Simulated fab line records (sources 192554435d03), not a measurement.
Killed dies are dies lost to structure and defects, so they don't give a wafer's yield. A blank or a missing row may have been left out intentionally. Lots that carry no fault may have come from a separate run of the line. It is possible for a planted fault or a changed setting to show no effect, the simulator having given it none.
Chamber matching + flow n5Finfet + N5_BEOL_M1_DEP_57 on pecvd-02: 3 sister chambers
The step deposits SiCN from 3MS/NH3, target thk 8 nm, time 14 s. 3 wafers are shown with their chamber, then 10 later ones without.

## WAFERS PAIRED WITH THEIR CHAMBERS
| wafer  | chamber | throttleValvePct (%) |
|--------|---------|----------------------|
| L084.6 | 1       | 8.8                  |
| L089.2 | 2       | 8.4                  |
| L089.3 | 0       | 9.4                  |

## WAFERS MISSING THEIR CHAMBER
| wafer  | throttleValvePct (%) |
|--------|----------------------|
| L089.5 | 9.1                  |
| L090.2 | 8.7                  |
| L090.3 | 8.3                  |
| L090.4 | 9.1                  |
| L093.4 | 9.6                  |
| L093.5 | 8.9                  |
| L093.6 | 8.3                  |
| L094.2 | 9.5                  |
| L094.3 | 8.2                  |
| L094.4 | 8.7                  |

## THE CHAMBER EACH PASSED THROUGH
| wafer  | from the rows above     | in truth |
|--------|-------------------------|----------|
| L089.5 | can't be placed: 1 or 0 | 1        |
| L090.2 | can't be placed: 1 or 2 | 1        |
| L090.3 | 2                       | 2        |
| L090.4 | can't be placed: 1 or 0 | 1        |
| L093.4 | 0                       | 0        |
| L093.5 | 1                       | 1        |
| L093.6 | 2                       | 2        |
| L094.2 | 0                       | 0        |
| L094.3 | 2                       | 2        |
| L094.4 | can't be placed: 1 or 2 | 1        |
Correctly placed: 6 of 10. Not placeable from these rows: 4 (in 4, the candidates include the true chamber). Number placed wrongly: 0.
How it was worked out, from the rows above alone: a wafer's distance from a chamber is the root of the sum, over the readings, of the square of ((its reading less the chamber's mean) divided by the reading's scatter). The wafer belongs to the nearest chamber; if the next one is less than 2 further off, it can't be placed. For every chamber, the mean is computed from those of its wafers that are shown. The scatter (one wafer shown for each chamber): square how far every hidden wafer sits from the nearest shown wafer, average those squares and take the square root.
